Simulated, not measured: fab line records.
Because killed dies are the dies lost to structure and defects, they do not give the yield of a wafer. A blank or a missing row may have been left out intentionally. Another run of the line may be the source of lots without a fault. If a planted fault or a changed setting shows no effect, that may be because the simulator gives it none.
fab line records	flow n5-finfet
record: lots: 24	wafers: 72	last-day: 18
route steps=1938 shown BEOL_M4@1057
lots with no fault: from the same line, run without faults
start-h: the number of hours between the record's first day and the start of the first shown wafer of the lot	wait-h: hours from the lot's prior step to this one	" the same as in the row above	L1.1+2: a row that stands for several wafers	- no value present, or no start provided	* or withheld: withheld	< > ~ a bound
route shown NAME@n: a module of which the file shows steps, and the number in the route of the first	usual: mean/standard deviation taken from wafers without a fault	same: alike in all rows	chamber/n: place in a boat	sites: the reading at each site	_std_site: their standard deviation	_edge_site: inner sites' mean taken away from outer sites' mean	radius-mm: how far each site lies from the wafer's centre	mask NAME#n: copy n	behind: the last tool/chamber to shape the wafer	hold: reason for holding the lot/hours on hold/outcome of the hold	device: transistor that didn't switch, given as n, p or np	end of line: the route-end tests of the same wafers	where a step has no rows: the recipe by itself	killed: count of dies lost to structure and defects at first sort (not the wafer's yield)	map: a wafer's dies, x killed, . not, _ none there
set.NAME: the setting as run; set.NAME@STEP: as run at that earlier step	model.NAME: the simulator's own value behind a step, which no gauge read
steps of the route over a sample of lots; a table a step, a row a wafer
services: the hour from which a tool's chamber was out of use, counted from the record's first day as start-h (under 0 if before that day), plus the number of hours and why
== steps ==
step: N5_BEOL_M4_OVL_MEAS_29
recipe: points-per-wafer: 522
usual: V3_OVL: -0.2/0.54
same: points-per-wafer: 522
lot.wafer	tool	chamber	start-h	wait-h	V3_OVL[nm]
L074.1	overlay-02	0	158.94	0.0	-1.1
L074.3	"	0	"	"	-0.1
L074.5	"	0	"	"	-0.1
L075.3	overlay-01	0	165.23	0.0	0.0
L075.4	"	0	"	"	0.0
L075.5	"	0	"	"	-0.2
L076.1	overlay-01	0	166.69	0.0	-1.3
L076.2	"	0	"	"	0.7
L076.4	"	0	"	"	-1.3
L077.2	overlay-02	0	173.74	0.0	-0.1
L077.4	"	0	"	"	0.5
L077.5	"	0	"	"	0.4
L078.3	overlay-02	0	176.53	0.0	0.4
L078.5	"	0	"	"	0.1
L078.6	"	0	"	"	0.0
L079.2	overlay-01	0	196.49	0.0	0.6
L079.3	"	0	"	"	-0.2
L079.4	"	0	"	"	0.2
L080.1	overlay-01	0	198.93	0.0	-1.1
L080.2	"	0	"	"	-0.4
L080.4	"	0	"	"	0.6
L081.1	overlay-01	0	211.26	0.0	0.4
L081.3	"	0	"	"	0.5
L081.4	"	0	"	"	0.3
L082.1	overlay-01	0	215.82	0.0	-0.2
L082.4	"	0	"	"	-0.4
L082.6	"	0	"	"	-0.7
L083.3	overlay-02	0	216.38	0.0	-0.5
L083.4	"	0	"	"	0.2
L083.5	"	0	"	"	-0.6
L084.2	overlay-02	0	225.87	0.0	-0.4
L084.3	"	0	"	"	-0.4
L084.6	"	0	"	"	-0.1
L085.2	overlay-02	0	226.18	0.0	0.1
L085.5	"	0	"	"	0.3
L085.6	"	0	"	"	0.7
L087.3	overlay-02	0	228.33	0.0	-0.3
L087.4	"	0	"	"	-0.6
L087.6	"	0	"	"	-0.7
L086.1	overlay-01	0	232.03	0.0	-0.4
L086.2	"	0	"	"	0.2
L086.6	"	0	"	"	0.3
L088.1	overlay-02	0	241.48	0.0	-0.3
L088.3	"	0	"	"	-0.5
L088.4	"	0	"	"	-0.4
L089.2	overlay-02	0	261.40	0.0	-0.8
L089.3	"	0	"	"	-1.0
L089.4	"	0	"	"	-0.9
L090.3	overlay-01	0	271.93	0.0	0.0
L090.4	"	0	"	"	-0.1
L090.6	"	0	"	"	-0.2
L091.1	overlay-02	0	272.86	0.0	-0.5
L091.2	"	0	"	"	0.4
L091.6	"	0	"	"	-1.1
L093.4	overlay-02	0	275.78	0.0	-0.7
L093.5	"	0	"	"	-0.2
L093.6	"	0	"	"	-1.4
L092.3	overlay-01	0	280.46	0.0	0.6
L092.4	"	0	"	"	0.6
L092.5	"	0	"	"	-0.1
L095.1	overlay-01	0	290.76	0.0	-0.3
L095.4	"	0	"	"	-0.2
L095.6	"	0	"	"	-1.4
L094.2	overlay-02	0	293.39	0.0	-1.2
L094.5	"	0	"	"	-0.3
L094.6	"	0	"	"	-0.6
L097.2	overlay-01	0	293.66	0.0	-0.7
L097.4	"	0	"	"	-0.2
L097.6	"	0	"	"	0.3
L096.1	overlay-01	0	296.23	0.0	-0.5
L096.2	"	0	"	"	-0.6
L096.4	"	0	"	"	-0.5
step: N5_BEOL_M4_ETCH_41
recipe: chemistry: CH3F/O2	target: SiCN	target-depth-a: 299	taper-deg: 2	time-s: 52.5	ion-energy-ev: 120	mask-material: TiN	pressure-mtorr: 30	source-w: 395	bias-w: 75	Ar_flow_sccm: 150	CH3F_flow_sccm: 30	O2_flow_sccm: 20
usual: CH3F_flow_sccm: 30.00/0.088	drypump-motor-current-A: 5.6/0.46	oes-product-au: 0.79/0.093	rf-fwd-power-W: 390.8/1.6	rf-vpp-V: 297.4/1.7	showerhead-plenum-p-Torr: 2.00/0.072	throttle-valve-pct: 16.31/0.17
lot.wafer	tool	chamber	start-h	wait-h	CH3F_flow_sccm	drypump-motor-current-A	oes-product-au	rf-fwd-power-W	rf-hours-counter-h	rf-vpp-V	showerhead-plenum-p-Torr	throttle-valve-pct
L074.1	rie-diel-04	3	-	-	30.01	5.4	0.68	389.8	249	298.1	2.06	16.50
L074.3	"	1	"	"	30.05	6.2	0.71	394.1	178	296.9	1.99	16.41
L074.5	"	0	"	"	30.12	5.5	0.68	391.9	-	299.2	2.06	16.39
L075.3	rie-diel-03	0	-	-	30.09	5.1	0.88	389.1	50	298.7	2.13	16.16
L075.4	"	2	"	"	30.11	6.2	0.73	390.8	176	295.8	2.00	16.45
L075.5	"	1	"	"	30.04	6.4	0.73	392.3	-	296.6	1.91	16.16
L076.1	rie-diel-04	2	-	-	29.95	5.7	0.81	390.5	102	296.4	1.94	16.27
L076.2	"	0	"	"	30.15	5.5	0.69	392.0	248	298.0	2.05	16.39
L076.4	"	1	"	"	29.97	6.2	0.71	392.9	-	297.4	1.99	16.42
L077.2	rie-diel-04	1	-	-	30.22	6.2	0.71	391.2	186	297.4	1.99	16.42
L077.4	"	2	"	"	29.95	5.7	0.80	390.1	-	296.1	1.94	16.27
L077.5	"	0	"	"	29.99	5.4	0.69	391.6	-	298.9	2.05	16.41
L078.3	rie-diel-01	3	-	-	30.02	5.9	0.75	392.0	131	296.6	2.00	16.39
L078.5	"	0	"	"	29.94	5.7	0.81	388.8	-	296.7	1.94	16.09
L078.6	"	1	"	"	30.04	5.1	0.71	390.3	-	293.8	1.90	16.58
L079.2	rie-diel-04	0	-	-	29.93	5.5	0.68	389.9	256	298.1	2.05	16.42
L079.3	"	2	"	"	30.01	5.7	0.80	389.5	115	296.8	1.93	16.30
L079.4	"	2	"	"	30.13	5.7	0.81	390.4	-	296.6	1.93	16.28
L080.1	rie-diel-03	1	-	-	30.12	6.3	0.73	390.5	188	295.9	1.90	16.20
L080.2	"	3	"	"	30.04	4.8	0.76	393.3	125	297.0	2.00	16.47
L080.4	"	0	"	"	30.02	5.1	0.86	385.8	62	299.8	2.13	16.20
L081.1	rie-diel-01	0	-	-	30.05	5.7	0.79	391.7	103	295.8	1.93	16.10
L081.3	"	2	"	"	30.01	5.0	0.94	390.8	14	302.2	2.12	16.19
L081.4	"	3	"	"	29.86	5.9	0.75	393.7	143	296.9	1.99	16.41
L082.1	rie-diel-04	1	-	-	30.00	6.2	0.70	390.9	202	298.1	1.98	16.48
L082.4	"	3	"	"	29.84	5.4	0.96	390.5	-	299.3	2.05	16.05
L082.6	"	2	"	"	30.10	5.7	0.80	390.3	-	294.7	1.93	16.31
L083.3	rie-diel-04	3	-	-	29.91	5.4	0.98	391.0	11	297.9	2.05	16.07
L083.4	"	2	"	"	29.98	5.7	0.79	390.3	127	296.1	1.93	16.31
L083.5	"	3	"	"	29.90	5.4	0.97	390.1	-	297.9	2.05	16.07
L084.2	rie-diel-01	3	-	-	30.00	5.9	0.76	392.7	145	296.6	1.99	16.42
L084.3	"	1	"	"	30.08	5.1	0.70	389.9	237	293.1	1.90	16.60
L084.6	"	1	"	"	29.87	5.1	0.70	389.1	-	294.2	1.90	16.58
L085.2	rie-diel-01	3	-	-	29.89	5.9	0.76	395.2	147	297.3	1.99	16.43
L085.5	"	0	"	"	29.89	5.7	0.79	391.5	-	294.2	1.93	16.12
L085.6	"	3	"	"	29.96	5.9	0.75	393.4	-	295.9	1.99	16.42
L087.3	rie-diel-04	1	-	-	30.04	6.2	0.70	392.6	207	296.8	1.98	16.49
L087.4	"	3	"	"	29.95	5.4	0.96	392.2	15	297.3	2.05	16.07
L087.6	"	1	"	"	30.00	6.2	0.69	393.9	-	297.2	1.98	16.48
L086.1	rie-diel-01	1	-	-	30.00	5.1	0.69	390.0	245	294.3	1.89	16.62
L086.2	"	3	"	"	30.02	5.9	0.75	391.4	151	296.9	1.99	16.45
L086.6	"	3	"	"	30.18	5.9	0.75	392.2	-	297.3	1.99	16.47
L088.1	rie-diel-04	1	-	-	30.03	6.2	0.68	390.5	211	296.4	1.98	16.48
L088.3	"	3	"	"	30.10	5.4	0.93	389.4	24	296.8	2.05	16.10
L088.4	"	2	"	"	29.94	5.7	0.77	390.7	138	297.3	1.93	16.33
L089.2	rie-diel-01	2	-	-	29.89	5.0	0.90	390.3	31	300.2	2.11	16.21
L089.3	"	0	"	"	30.11	5.7	0.78	390.3	121	294.7	1.93	16.13
L089.4	"	0	"	"	30.14	5.7	0.78	389.2	-	294.9	1.93	16.14
L090.3	rie-diel-01	2	-	-	30.00	5.0	0.90	390.1	37	301.9	2.11	16.22
L090.4	"	0	"	"	30.05	5.7	0.77	389.3	127	295.6	1.92	16.16
L090.6	"	3	"	"	29.90	5.9	0.74	391.8	-	297.6	1.99	16.46
L091.1	rie-diel-03	3	-	-	30.03	4.8	0.75	390.8	149	296.4	2.00	16.49
L091.2	"	1	"	"	30.07	6.3	0.71	391.0	215	294.6	1.89	16.25
L091.6	"	0	"	"	30.10	5.1	0.83	388.4	-	298.0	2.12	16.23
L093.4	rie-diel-03	2	-	-	30.01	6.2	0.71	391.4	213	298.2	1.99	16.52
L093.5	"	0	"	"	30.03	5.1	0.84	386.0	-	299.3	2.12	16.21
L093.6	"	1	"	"	30.01	6.3	0.71	391.1	-	294.8	1.89	16.23
L092.3	rie-diel-01	0	-	-	29.85	5.7	0.78	391.2	129	296.1	1.92	16.17
L092.4	"	1	"	"	29.90	5.1	0.97	391.4	4	299.0	2.14	16.13
L092.5	"	3	"	"	30.10	5.9	0.73	391.9	-	297.2	1.99	16.47
L095.1	rie-diel-04	2	-	-	29.97	5.7	0.76	392.2	154	295.5	1.92	16.37
L095.4	"	1	"	"	30.03	6.2	0.69	392.5	227	298.2	1.98	16.50
L095.6	"	1	"	"	30.06	6.2	0.68	392.0	-	298.5	1.98	16.52
L094.2	rie-diel-03	1	-	-	29.91	6.3	0.71	390.1	223	294.9	1.89	16.25
L094.5	"	0	"	"	30.05	5.1	0.82	386.5	-	298.4	2.12	16.23
L094.6	"	1	"	"	30.01	6.3	0.71	392.1	-	296.5	1.89	16.26
L097.2	rie-diel-01	1	-	-	30.01	5.1	0.95	390.6	10	298.7	2.14	16.17
L097.4	"	0	"	"	29.94	5.7	0.76	387.6	135	296.6	1.92	16.16
L097.6	"	3	"	"	30.08	5.9	0.72	392.4	-	296.7	1.98	16.48
L096.1	rie-diel-04	3	-	-	29.92	5.4	0.91	392.3	42	298.2	2.04	16.13
L096.2	"	1	"	"	30.01	6.2	0.68	392.4	229	298.3	1.98	16.52
L096.4	"	1	"	"	30.02	6.2	0.68	392.5	-	297.9	1.98	16.50
step: N5_BEOL_M4_DEGAS_44
recipe: ambient: vacuum	temp-c: 250	time-s: 60
usual: heater-power-w: 336/32	susceptor-temp-C: 250.00/0.17
lot.wafer	tool	chamber	start-h	wait-h	heater-power-w	susceptor-temp-C
L074.1	pvd-sputter-02	-	165.05	0.1	339	249.78
L074.3	"	-	"	"	345	249.75
L074.5	"	-	"	"	352	250.17
L075.3	pvd-sputter-01	-	168.01	0.3	297	249.84
L075.4	"	-	"	"	322	250.09
L075.5	"	-	"	"	390	249.79
L076.1	pvd-sputter-01	-	168.17	0.4	299	249.94
L076.2	"	-	"	"	293	249.97
L076.4	"	-	"	"	385	250.14
L077.2	pvd-sputter-03	-	186.93	0.4	303	250.10
L077.4	"	-	"	"	383	250.22
L077.5	"	-	"	"	300	249.75
L078.3	pvd-sputter-01	-	192.03	0.8	325	249.99
L078.5	"	-	"	"	327	250.09
L078.6	"	-	"	"	296	249.94
L079.2	pvd-sputter-01	-	198.33	0.1	303	249.74
L079.3	"	-	"	"	299	250.04
L079.4	"	-	"	"	322	249.97
L080.1	pvd-sputter-02	-	201.84	0.3	347	249.92
L080.2	"	-	"	"	331	250.19
L080.4	"	-	"	"	362	250.06
L081.1	pvd-sputter-01	-	220.71	0.3	397	250.01
L081.3	"	-	"	"	291	249.97
L081.4	"	-	"	"	304	250.58
L082.1	pvd-sputter-01	-	220.79	0.2	289	249.61
L082.4	"	-	"	"	381	250.19
L082.6	"	-	"	"	318	249.88
L083.3	pvd-sputter-01	-	224.27	0.1	392	250.19
L083.4	"	-	"	"	302	250.12
L083.5	"	-	"	"	300	249.76
L084.2	pvd-sputter-03	-	227.67	0.2	359	250.27
L084.3	"	-	"	"	356	250.10
L084.6	"	-	"	"	296	250.01
L085.2	pvd-sputter-01	-	236.20	0.4	304	249.99
L085.5	"	-	"	"	330	250.02
L085.6	"	-	"	"	380	250.01
L087.3	pvd-sputter-01	-	236.28	0.4	308	250.17
L087.4	"	-	"	"	386	249.92
L087.6	"	-	"	"	306	250.14
L086.1	pvd-sputter-03	-	246.13	0.1	302	249.76
L086.2	"	-	"	"	343	249.76
L086.6	"	-	"	"	380	249.80
L088.1	pvd-sputter-02	-	255.63	0.3	336	250.08
L088.3	"	-	"	"	365	249.65
L088.4	"	-	"	"	350	249.80
L089.2	pvd-sputter-01	-	263.04	0.4	298	249.84
L089.3	"	-	"	"	327	249.76
L089.4	"	-	"	"	394	250.01
L090.3	pvd-sputter-01	-	279.70	0.4	323	250.13
L090.4	"	-	"	"	299	249.94
L090.6	"	-	"	"	376	249.99
L091.1	pvd-sputter-01	-	279.78	0.4	296	250.28
L091.2	"	-	"	"	384	250.15
L091.6	"	-	"	"	324	250.21
L093.4	pvd-sputter-02	-	279.90	0.2	347	250.01
L093.5	"	-	"	"	348	249.99
L093.6	"	-	"	"	336	249.93
L092.3	pvd-sputter-02	-	282.90	0.3	340	250.00
L092.4	"	-	"	"	336	250.14
L092.5	"	-	"	"	340	250.23
L095.1	pvd-sputter-01	-	301.18	0.4	392	249.88
L095.4	"	-	"	"	303	249.98
L095.6	"	-	"	"	307	250.19
L094.2	pvd-sputter-02	-	302.57	0.4	352	249.87
L094.5	"	-	"	"	334	250.18
L094.6	"	-	"	"	341	249.98
L097.2	pvd-sputter-02	-	302.65	0.4	367	249.85
L097.4	"	-	"	"	333	250.04
L097.6	"	-	"	"	365	250.12
L096.1	pvd-sputter-03	-	307.72	1.2	377	250.09
L096.2	"	-	"	"	291	249.92
L096.4	"	-	"	"	357	249.86
step: N5_BEOL_M4_ANNEAL_95
recipe: temp-c: 400	time-s: 240	ambient: vacuum
usual: heater-power-w: 846/81	susceptor-temp-C: 400.00/0.22
lot.wafer	tool	chamber	start-h	wait-h	heater-power-w	susceptor-temp-C
L074.1	pvd-sputter-02	-	167.56	0.0	860	399.73
L074.3	"	-	"	"	914	400.15
L074.5	"	-	"	"	917	400.22
L075.3	pvd-sputter-01	-	170.29	0.0	755	399.71
L075.4	"	-	"	"	970	399.77
L075.5	"	-	"	"	764	400.03
L076.1	pvd-sputter-03	-	172.01	0.0	984	400.08
L076.2	"	-	"	"	874	399.86
L076.4	"	-	"	"	724	400.14
L077.2	pvd-sputter-02	-	189.49	0.0	855	400.16
L077.4	"	-	"	"	918	400.34
L077.5	"	-	"	"	878	399.99
L078.3	pvd-sputter-02	-	194.77	0.0	828	400.48
L078.5	"	-	"	"	819	399.51
L078.6	"	-	"	"	853	399.79
L079.2	pvd-sputter-03	-	200.55	0.0	756	400.46
L079.3	"	-	"	"	921	400.25
L079.4	"	-	"	"	894	400.27
L080.1	pvd-sputter-02	-	204.11	0.0	849	400.48
L080.2	"	-	"	"	843	400.41
L080.4	"	-	"	"	909	399.91
L081.1	pvd-sputter-01	-	223.05	0.0	819	399.80
L081.3	"	-	"	"	745	399.70
L081.4	"	-	"	"	769	399.80
L082.1	pvd-sputter-03	-	223.20	0.0	755	400.05
L082.4	"	-	"	"	891	399.81
L082.6	"	-	"	"	967	399.88
L083.3	pvd-sputter-03	-	226.47	0.0	750	399.77
L083.4	"	-	"	"	908	400.32
L083.5	"	-	"	"	933	400.15
L084.2	pvd-sputter-01	-	230.65	0.0	742	399.98
L084.3	"	-	"	"	746	399.93
L084.6	"	-	"	"	753	400.07
L085.2	pvd-sputter-01	-	238.80	0.0	984	399.74
L085.5	"	-	"	"	743	400.08
L085.6	"	-	"	"	760	399.84
L087.3	pvd-sputter-02	-	240.23	0.0	905	399.77
L087.4	"	-	"	"	849	400.25
L087.6	"	-	"	"	841	399.98
L086.1	pvd-sputter-03	-	248.49	0.0	906	400.18
L086.2	"	-	"	"	951	400.13
L086.6	"	-	"	"	888	399.65
L088.1	pvd-sputter-01	-	259.58	0.0	973	399.97
L088.3	"	-	"	"	794	400.19
L088.4	"	-	"	"	764	399.65
L089.2	pvd-sputter-01	-	266.58	0.0	742	400.54
L089.3	"	-	"	"	958	400.12
L089.4	"	-	"	"	757	400.28
L091.1	pvd-sputter-01	-	281.98	0.0	783	400.42
L091.2	"	-	"	"	760	399.70
L091.6	"	-	"	"	965	400.31
L090.3	pvd-sputter-03	-	282.02	0.0	732	399.80
L090.4	"	-	"	"	974	400.02
L090.6	"	-	"	"	755	399.74
L093.4	pvd-sputter-01	-	283.82	0.0	976	399.96
L093.5	"	-	"	"	954	400.24
L093.6	"	-	"	"	761	400.14
L092.3	pvd-sputter-02	-	285.15	0.0	826	400.00
L092.4	"	-	"	"	850	400.20
L092.5	"	-	"	"	832	399.97
L095.1	pvd-sputter-01	-	303.62	0.0	751	399.73
L095.4	"	-	"	"	757	399.86
L095.6	"	-	"	"	806	399.86
L094.2	pvd-sputter-02	-	304.81	0.0	927	400.18
L094.5	"	-	"	"	849	399.87
L094.6	"	-	"	"	834	400.35
L097.2	pvd-sputter-01	-	305.46	0.0	755	399.89
L097.4	"	-	"	"	767	400.12
L097.6	"	-	"	"	769	399.94
L096.1	pvd-sputter-01	-	309.97	0.0	743	400.15
L096.2	"	-	"	"	749	399.79
L096.4	"	-	"	"	810	400.10
step: N5_BEOL_M4_THK_MEAS_53
recipe: thk-meas-gauge: xrf	reads: Cu_of_BEOL_M4_ECD_50
usual: M4_THK: 40.3/1.4
lot.wafer	tool	chamber	start-h	wait-h	M4_THK[nm]
L074.1	film-metro-01	-	168.50	-	38.3
L074.3	"	-	"	"	38.1
L074.5	"	-	"	"	41.1
L075.3	film-metro-02	-	171.22	-	40.6
L075.4	"	-	"	"	41.2
L075.5	"	-	"	"	39.9
L076.1	film-metro-02	-	172.96	-	41.7
L076.2	"	-	"	"	41.4
L076.4	"	-	"	"	39.9
L077.2	film-metro-02	-	190.42	-	40.2
L077.4	"	-	"	"	41.5
L077.5	"	-	"	"	41.9
L078.3	film-metro-01	-	196.91	-	39.7
L078.5	"	-	"	"	40.9
L078.6	"	-	"	"	40.5
L079.2	film-metro-02	-	201.64	-	41.8
L079.3	"	-	"	"	43.1
L079.4	"	-	"	"	42.6
L080.1	film-metro-02	-	205.03	-	37.9
L080.2	"	-	"	"	39.5
L080.4	"	-	"	"	41.1
L081.1	film-metro-02	-	224.06	-	40.2
L081.3	"	-	"	"	39.1
L081.4	"	-	"	"	40.4
L082.1	film-metro-01	-	224.26	-	37.9
L082.4	"	-	"	"	42.7
L082.6	"	-	"	"	40.5
L083.3	film-metro-01	-	227.40	-	42.3
L083.4	"	-	"	"	41.8
L083.5	"	-	"	"	41.5
L084.2	film-metro-02	-	231.58	-	41.3
L084.3	"	-	"	"	42.2
L084.6	"	-	"	"	41.4
L085.2	film-metro-02	-	239.77	-	37.5
L085.5	"	-	"	"	39.1
L085.6	"	-	"	"	38.8
L087.3	film-metro-01	-	241.22	-	40.0
L087.4	"	-	"	"	42.7
L087.6	"	-	"	"	40.4
L086.1	film-metro-02	-	249.42	-	39.8
L086.2	"	-	"	"	40.1
L086.6	"	-	"	"	38.0
L088.1	film-metro-02	-	260.50	-	37.7
L088.3	"	-	"	"	41.7
L088.4	"	-	"	"	41.1
L089.2	film-metro-01	-	267.56	-	39.9
L089.3	"	-	"	"	39.1
L089.4	"	-	"	"	40.6
L091.1	film-metro-02	-	282.90	-	38.9
L091.2	"	-	"	"	39.4
L091.6	"	-	"	"	41.0
L090.3	film-metro-01	-	283.03	-	40.6
L090.4	"	-	"	"	39.7
L090.6	"	-	"	"	39.2
L093.4	film-metro-02	-	284.75	-	38.2
L093.5	"	-	"	"	37.9
L093.6	"	-	"	"	39.6
L092.3	film-metro-01	-	286.09	-	40.4
L092.4	"	-	"	"	40.1
L092.5	"	-	"	"	37.8
L095.1	film-metro-01	-	304.55	-	40.5
L095.4	"	-	"	"	39.8
L095.6	"	-	"	"	39.0
L094.2	film-metro-01	-	305.74	-	40.2
L094.5	"	-	"	"	40.3
L094.6	"	-	"	"	40.2
L097.2	film-metro-01	-	306.39	-	40.2
L097.4	"	-	"	"	38.0
L097.6	"	-	"	"	39.8
L096.1	film-metro-02	-	310.90	-	43.5
L096.2	"	-	"	"	40.4
L096.4	"	-	"	"	40.9
step: N5_BEOL_M4_DEP_57
recipe: material: SiCN	target-thk-a: 80	temp-c: withheld	precursor: 3MS/NH3	pressure-torr: 3	rf-w: 202	time-s: 14
usual: rf-fwd-power-W: 199.3/0.77	showerhead-plenum-p-Torr: 3.672/0.017	throttle-valve-pct: 9.0/0.57
lot.wafer	tool	chamber	start-h	wait-h	rf-fwd-power-W	showerhead-plenum-p-Torr	throttle-valve-pct
L074.1	pecvd-03	2	168.70	0.0	198.8	3.683	8.8
L074.3	"	0	"	"	200.1	3.676	8.9
L074.5	"	2	"	"	198.3	3.694	8.7
L075.3	pecvd-03	1	171.41	0.0	198.8	3.690	9.1
L075.4	"	2	"	"	199.6	3.677	8.9
L075.5	"	0	"	"	198.7	3.684	9.3
L076.1	pecvd-01	0	173.18	0.0	199.4	3.642	8.4
L076.2	"	2	"	"	199.7	3.672	8.2
L076.4	"	0	"	"	199.8	3.643	8.5
L077.2	pecvd-01	2	190.61	0.0	199.9	3.677	8.3
L077.4	"	0	"	"	199.2	3.661	8.2
L077.5	"	1	"	"	199.9	3.689	10.1
L078.3	pecvd-03	0	197.10	0.0	200.1	3.689	8.9
L078.5	"	1	"	"	198.9	3.688	9.1
L078.6	"	0	"	"	201.2	3.680	9.0
L079.2	pecvd-01	0	201.85	0.0	198.6	3.651	8.5
L079.3	"	2	"	"	200.5	3.673	8.3
L079.4	"	1	"	"	199.6	3.688	10.0
L080.1	pecvd-02	2	205.29	0.0	199.8	3.657	8.4
L080.2	"	0	"	"	198.9	3.660	9.2
L080.4	"	2	"	"	199.2	3.660	8.6
L081.1	pecvd-03	0	224.25	0.0	199.6	3.685	9.0
L081.3	"	1	"	"	198.7	3.703	9.0
L081.4	"	0	"	"	199.5	3.683	8.9
L082.1	pecvd-02	0	224.45	0.0	198.1	3.644	9.8
L082.4	"	1	"	"	199.4	3.660	9.2
L082.6	"	2	"	"	199.5	3.656	8.6
L083.3	pecvd-02	1	227.59	0.0	198.6	3.649	9.2
L083.4	"	2	"	"	200.2	3.655	8.6
L083.5	"	0	"	"	197.4	3.655	9.4
L084.2	pecvd-01	2	231.77	0.0	199.6	3.679	8.0
L084.3	"	1	"	"	200.0	3.686	10.2
L084.6	"	1	"	"	200.2	3.690	10.1
L085.2	pecvd-03	0	239.96	0.0	200.9	3.681	9.0
L085.5	"	2	"	"	199.0	3.688	8.8
L085.6	"	1	"	"	197.9	3.694	9.6
L087.3	pecvd-03	0	241.41	0.0	199.4	3.690	8.8
L087.4	"	0	"	"	200.2	3.690	8.9
L087.6	"	2	"	"	199.4	3.688	9.2
L086.1	pecvd-01	2	249.61	0.0	199.0	3.675	8.5
L086.2	"	0	"	"	197.7	3.655	8.4
L086.6	"	1	"	"	199.3	3.689	10.3
L088.1	pecvd-03	2	260.70	0.0	200.1	3.676	9.1
L088.3	"	1	"	"	199.7	3.700	9.3
L088.4	"	2	"	"	199.1	3.685	9.2
L089.2	pecvd-02	1	267.75	0.0	198.9	3.655	9.1
L089.3	"	0	"	"	199.3	3.650	9.3
L089.4	"	1	"	"	198.9	3.646	9.2
L091.1	pecvd-03	0	283.11	0.0	199.9	3.677	9.0
L091.2	"	1	"	"	198.7	3.704	9.4
L091.6	"	1	"	"	199.4	3.689	9.3
L090.3	pecvd-02	1	283.22	0.0	198.9	3.651	9.2
L090.4	"	0	"	"	199.1	3.657	9.3
L090.6	"	1	"	"	199.3	3.655	9.4
L093.4	pecvd-03	1	284.95	0.0	198.9	3.687	9.2
L093.5	"	2	"	"	199.5	3.673	9.0
L093.6	"	0	"	"	199.9	3.681	9.2
L092.3	pecvd-02	2	286.30	0.0	199.1	3.666	8.7
L092.4	"	1	"	"	199.6	3.651	8.9
L092.5	"	2	"	"	199.4	3.656	8.4
L095.1	pecvd-01	2	304.74	0.0	199.9	3.673	8.3
L095.4	"	1	"	"	199.8	3.688	10.2
L095.6	"	0	"	"	198.5	3.642	8.5
L094.2	pecvd-02	0	305.93	0.0	199.0	3.653	9.5
L094.5	"	0	"	"	198.7	3.651	9.5
L094.6	"	1	"	"	199.1	3.662	9.1
L097.2	pecvd-01	1	306.58	0.0	199.5	3.695	10.0
L097.4	"	0	"	"	198.6	3.657	8.3
L097.6	"	1	"	"	198.6	3.692	9.9
L096.1	pecvd-01	0	311.10	0.0	199.0	3.651	8.2
L096.2	"	1	"	"	199.3	3.675	10.5
L096.4	"	0	"	"	198.9	3.646	8.1
== services ==
tool	chamber	start-h	hours	kind
pecvd-02	2	145.44	6.6	repair
rie-diel-01	2	158.25	-	clean
rie-diel-01	2	158.25	-	consumable-replace:focus-ring
rie-diel-01	2	158.25	-	consumable-replace:showerhead
rie-diel-04	3	166.36	-	clean
rie-diel-04	3	166.36	-	consumable-replace:esc
rie-diel-04	3	166.36	-	consumable-replace:focus-ring
rie-diel-04	3	166.36	32.4	scheduled-down
rie-diel-04	3	166.36	32.4	vent-cycle
pvd-sputter-02	-	172.16	13.8	repair
rie-diel-01	2	182.58	1.8	repair
rie-diel-04	0	199.48	-	clean
rie-diel-04	0	199.48	-	consumable-replace:focus-ring
rie-diel-04	0	199.48	23.8	scheduled-down
rie-diel-04	0	199.48	23.8	vent-cycle
pecvd-03	1	202.01	7.2	repair
pecvd-03	-	225.47	1.4	repair
pecvd-01	-	227.73	0.9	repair
rie-diel-04	1	244.41	8.5	repair
rie-diel-03	-	245.05	0.2	repair
pecvd-03	-	248.82	1.2	repair
pecvd-02	-	295.04	2.8	pm
rie-diel-04	2	301.40	10.4	repair
rie-diel-04	0	305.53	5.1	repair
== key ==
fault none
